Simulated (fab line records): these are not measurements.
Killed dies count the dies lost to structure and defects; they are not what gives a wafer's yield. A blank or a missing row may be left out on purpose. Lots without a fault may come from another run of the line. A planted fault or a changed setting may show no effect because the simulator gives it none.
Matching of chambers    flow n5_finfet    N5_BEOL_M9_DESCUM_33 on rie_diel-06: 4 sister chambers
The step chemistry O2, time 7 s. 4 wafers are shown with their chamber, then 10 later ones without.

WAFERS WITH THEIR CHAMBER
wafer   chamber  drypump_motor_current_A (A)
L087.2  0        6.4
L091.5  3        5.6
L092.1  2        6.7
L092.2  1        5.8

WAFERS WITHOUT THEIR CHAMBER
wafer   drypump_motor_current_A (A)
L092.3  6.4
L094.2  6.4
L094.3  5.7
L094.4  6.5
L093.1  5.5
L093.2  5.8
L093.4  5.6
L095.3  5.7
L095.4  6.7
L095.5  6.7

WHICH CHAMBER EACH WENT THROUGH
wafer   from the rows above      in truth
L092.3  0                        0
L094.2  0                        0
L094.3  can't be placed: 1 or 3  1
L094.4  can't be placed: 0 or 2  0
L093.1  3                        3
L093.2  1                        1
L093.4  3                        3
L095.3  can't be placed: 1 or 3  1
L095.4  2                        2
L095.5  2                        2
Correct placement for 7 of the 10. From these rows, 3 cannot be placed; in 3 the true chamber is one of the candidates. 0 placed wrongly.
How it was worked out, from the rows above alone: a wafer's distance from a chamber is the root of the sum, over the readings, of the square of ((its reading less the chamber's mean) divided by the reading's scatter). The wafer belongs to the nearest chamber; if the next one is less than 2 further off, it can't be placed. For every chamber, the mean is computed from those of its wafers that are shown. The scatter: root of mean squared gap, hidden wafer to nearest shown wafer, with one shown wafer a chamber.
